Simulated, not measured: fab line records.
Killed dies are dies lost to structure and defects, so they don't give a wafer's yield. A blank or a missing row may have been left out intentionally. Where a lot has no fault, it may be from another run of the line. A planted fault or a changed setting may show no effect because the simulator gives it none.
Which tool is to blame? -- flow n5 finfet -- 11 lots, 32 wafers sampled, at 5 steps of a route of 1938

== WHAT EACH GAUGE READ, for each wafer ==
N5_BEOL_M4_RC_MEAS_101. Usual: DIBL_N 36.6 mV/V, standard deviation 2.1; DIBL_P 36.5 mV/V, standard deviation 2.7; IOFF_N 0.17 nA/um, standard deviation 0.043; IOFF_P 0.22 nA/um, standard deviation 0.045; ION_N 674 uA/um, standard deviation 17; ION_P 461 uA/um, standard deviation 9.9; SS_N 71.7 mV/dec, standard deviation 0.79; SS_P 73.4 mV/dec, standard deviation 0.79; VT_N 249 mV, standard deviation 4; VT_P -250 mV, standard deviation 3.3.
lot,measured,on,DIBL_N (mV/V),DIBL_P (mV/V),IOFF_N (nA/um),IOFF_P (nA/um),ION_N (uA/um),ION_P (uA/um),SS_N (mV/dec),SS_P (mV/dec),VT_N (mV),VT_P (mV),flag
L143,day 8 20:52,prober-01,33.1 34.9 38.3,33.5 36.1 39.8,0.10 0.14 0.22,0.14 0.18 0.24,647 658 696,443 454 469,70.5 71.3 72.1,71.6 73.0 73.2,258 252 244,-256 -254 -251,
L149,day 9 16:56,prober-02,39.1 41.6 41.1,38.8 42.6 42.1,0.20 0.28 0.23,0.23 0.30 0.28,668 695 702,454 467 472,72.6 72.6 72.1,73.9 74.9 74.9,249 243 247,-251 -248 -249,
L148,day 9 23:44,prober-02,39.5 39.0 37.1,41.3 40.2 36.6,0.25 0.25 0.20,0.30 0.30 0.23,692 689 687,469 468 465,73.0 72.0 72.0,74.9 74.1 73.9,244 242 248,-246 -245 -246,
L151,day 10 02:48,prober-01,35.0 36.8 34.8,36.0 37.5 35.0,0.16 0.17 0.15,0.23 0.24 0.20,689 670 680,474 458 468,71.0 71.2 70.5,73.7 73.5 72.8,247 249 250,-247 -247 -251,
L153,day 10 22:29,prober-01,34.5 34.3 35.6,33.8 34.0 36.4,0.13 0.12 0.15,0.18 0.19 0.24,659 660 678,460 457 473,70.8 70.2 71.4,72.9 73.5 73.6,251 255 251,-249 -249 -247,
L156,day 12 05:52,prober-02,35.7 36.4 35.5,36.7 37.6 36.8,0.15 0.16 0.14,0.22 0.24 0.22,667 666 673,466 466 465,71.7 71.9 70.7,73.9 73.5 73.5,253 252 252,-248 -247 -249,
L159,day 12 10:00,prober-02,37.2 39.3 35.4,38.4 40.1 35.7,0.15 0.21 0.14,0.22 0.26 0.18,660 677 668,455 462 460,72.0 72.3 71.1,73.3 73.8 72.7,252 245 248,-249 -247 -250,
L162,day 12 18:49,prober-01,37.2 36.0 37.9,37.7 36.6 38.2,0.18 0.17 0.19,0.24 0.23 0.24,699 678 664,478 465 456,72.0 71.1 72.0,73.5 73.3 73.2,247 246 245,-246 -247 -249,
L165,day 15 04:58,prober-02,34.8 33.9,32.7 32.3,0.12 0.10,0.14 0.14,672 645,456 446,70.9 70.4,72.0 72.4,254 257,-254 -256,
L164,day 14 02:22,prober-02,36.5 40.9 36.9,38.2 43.3 38.2,0.16 0.30 0.18,0.23 0.37 0.23,661 712 682,455 483 462,71.5 72.4 71.4,74.0 75.4 74.2,251 240 247,-251 -245 -251,
L166,day 14 08:18,prober-02,38.0 37.7 35.5,35.3 35.8 33.8,0.19 0.16 0.14,0.20 0.20 0.17,693 654 680,467 445 472,72.9 71.8 71.3,73.4 73.4 73.6,246 251 251,-252 -252 -252,

== TOOL THAT RAN EACH LOT (tool first, then ch and the chambers of the sampled wafers, then the start) ==
lot,N5_BEOL_M4_ANNEAL_80,N5_BEOL_M4_SPUTTER_94,N5_BEOL_M4_SPUTTER_96,N5_BEOL_M4_ANNEAL_51
L143,"pvd sputter-02, day 8 18:08","pvd sputter-02, day 8 19:23","pvd sputter-02, day 8 19:36","rtp anneal-02 ch 0, day 8 19:50"
L149,"pvd sputter-03, day 9 14:11","pvd sputter-03, day 9 15:26","pvd sputter-03, day 9 15:39","rtp anneal-02 ch 0, day 9 16:02"
L148,"pvd sputter-03, day 9 20:44","pvd sputter-03, day 9 21:58","pvd sputter-03, day 9 22:11","rtp anneal-01 ch 0, day 9 22:36"
L151,"pvd sputter-02, day 10 00:04","pvd sputter-02, day 10 01:18","pvd sputter-02, day 10 01:31","rtp anneal-01 ch 0, day 10 01:46"
L153,"pvd sputter-02, day 10 19:56","pvd sputter-02, day 10 21:10","pvd sputter-02, day 10 21:23","rtp anneal-02 ch 0, day 10 21:35"
L156,"pvd sputter-03, day 12 03:01","pvd sputter-03, day 12 04:15","pvd sputter-03, day 12 04:28","rtp anneal-01 ch 0, day 12 04:51"
L159,"pvd sputter-01, day 12 07:14","pvd sputter-01, day 12 08:28","pvd sputter-01, day 12 08:41","rtp anneal-02 ch 0, day 12 09:06"
L162,"pvd sputter-01, day 12 16:08","pvd sputter-01, day 12 17:23","pvd sputter-01, day 12 17:36","rtp anneal-01 ch 0, day 12 17:55"
L165,"pvd sputter-03, day 13 09:49","pvd sputter-03, day 13 11:04","pvd sputter-03, day 15 03:20","rtp anneal-01 ch 0, day 15 03:40"
L164,"pvd sputter-01, day 13 23:43","pvd sputter-01, day 14 00:58","pvd sputter-01, day 14 01:11","rtp anneal-02 ch 0, day 14 01:22"
L166,"pvd sputter-02, day 14 05:44","pvd sputter-02, day 14 06:59","pvd sputter-02, day 14 07:12","rtp anneal-02 ch 0, day 14 07:23"
- N5_BEOL_M4_ANNEAL_80: time 240 s.
- N5_BEOL_M4_SPUTTER_94: material Cu, target thk 4.5 nm, time 8.29 s.
- N5_BEOL_M4_SPUTTER_96: material Cu, target thk 4.5 nm, time 8.29 s.
- N5_BEOL_M4_ANNEAL_51: time 90 s.

== AS READ BY THE TOOLS THEMSELVES (means over the sampled wafers that have a number; for cases with no such wafer, the mark the record gives instead) ==
N5_BEOL_M4_ANNEAL_80. Usual: heater power w at 843 W, with a standard deviation of 100.
lot,tool,heater power w (W),flag
L143,pvd sputter-02,849,
L149,pvd sputter-03,776,
L148,pvd sputter-03,773,
L151,pvd sputter-02,852,
L153,pvd sputter-02,926,
L156,pvd sputter-03,792,
L159,pvd sputter-01,971,
L162,pvd sputter-01,874,
L165,pvd sputter-03,830,
L164,pvd sputter-01,928,
L166,pvd sputter-02,864,

N5_BEOL_M4_SPUTTER_94. Usual: chamber pressure pa 0.07 Pa, standard deviation 0.00012; chuck gas flow sccm 1.26 sccm, standard deviation 0.056; throttle valve pct 30.4 %, standard deviation 0.95.
lot,tool,chamber pressure pa (Pa),chuck gas flow sccm (sccm),throttle valve pct (%),flag
L143,pvd sputter-02,0.07,1.27,29.6,
L149,pvd sputter-03,0.07,1.23,31.4,
L148,pvd sputter-03,0.07,1.23,31.4,
L151,pvd sputter-02,0.07,1.29,30.1,
L153,pvd sputter-02,0.07,1.27,30.4,
L156,pvd sputter-03,0.07,1.29,31.2,
L159,pvd sputter-01,0.07,1.25,30.4,
L162,pvd sputter-01,0.07,1.29,30.2,
L165,pvd sputter-03,0.07,1.17,31.1,
L164,pvd sputter-01,0.07,1.23,29.6,
L166,pvd sputter-02,0.07,1.22,30.1,

N5_BEOL_M4_SPUTTER_96. Usual: chamber pressure pa 0.06997 Pa, standard deviation 0.00015; chuck gas flow sccm 1.26 sccm, standard deviation 0.056; throttle valve pct 30.4 %, standard deviation 0.95.
lot,tool,chamber pressure pa (Pa),chuck gas flow sccm (sccm),throttle valve pct (%),flag
L143,pvd sputter-02,0.06980,1.33,29.8,
L149,pvd sputter-03,0.06998,1.27,31.4,
L148,pvd sputter-03,0.07004,1.31,31.4,
L151,pvd sputter-02,0.06996,1.32,30.0,
L153,pvd sputter-02,0.06989,1.26,30.4,
L156,pvd sputter-03,-,-,-,OFF
L159,pvd sputter-01,-,-,-,OFF
L162,pvd sputter-01,0.07001,1.31,30.0,
L165,pvd sputter-03,0.07015,1.22,30.9,
L164,pvd sputter-01,0.07010,1.22,29.6,
L166,pvd sputter-02,0.06993,1.25,30.1,

N5_BEOL_M4_ANNEAL_51. Usual: wafer_temp_C_max at 226.1, with a standard deviation of 0.37.
lot,tool,wafer_temp_C_max,flag
L143,rtp anneal-02,226.2,
L149,rtp anneal-02,226.4,
L148,rtp anneal-01,225.9,
L151,rtp anneal-01,225.9,
L153,rtp anneal-02,226.3,
L156,rtp anneal-01,225.8,
L159,rtp anneal-02,226.3,
L162,rtp anneal-01,225.7,
L165,rtp anneal-01,225.6,
L164,rtp anneal-02,226.4,
L166,rtp anneal-02,226.7,

== THE ANSWER, worked out from the rows above alone ==
Rule: a lot is off if the mean of its wafers that have a number lies more than 3 standard deviations from the usual mean. A lot without any number at a reading at which 4 lots or more have one is off too. All remaining lots with rows at the step are treated as sound. First the gauges in route order, then the tools' own readings, where a lot's mean is used as printed above. At the first step where some lot is off, the reading lying furthest off is the one used; lots without a number count as furthest.
Off: L156, L159 (N5_BEOL_M4_SPUTTER_96, chamber pressure pa). Without a number there: L156, L159.
If a tool, at that step or one of the process steps before it, ran each lot that is off and ran no sound lot following the first of them, it fits. None of those tried fits.

== WHAT THE SIMULATOR PUT IN ==
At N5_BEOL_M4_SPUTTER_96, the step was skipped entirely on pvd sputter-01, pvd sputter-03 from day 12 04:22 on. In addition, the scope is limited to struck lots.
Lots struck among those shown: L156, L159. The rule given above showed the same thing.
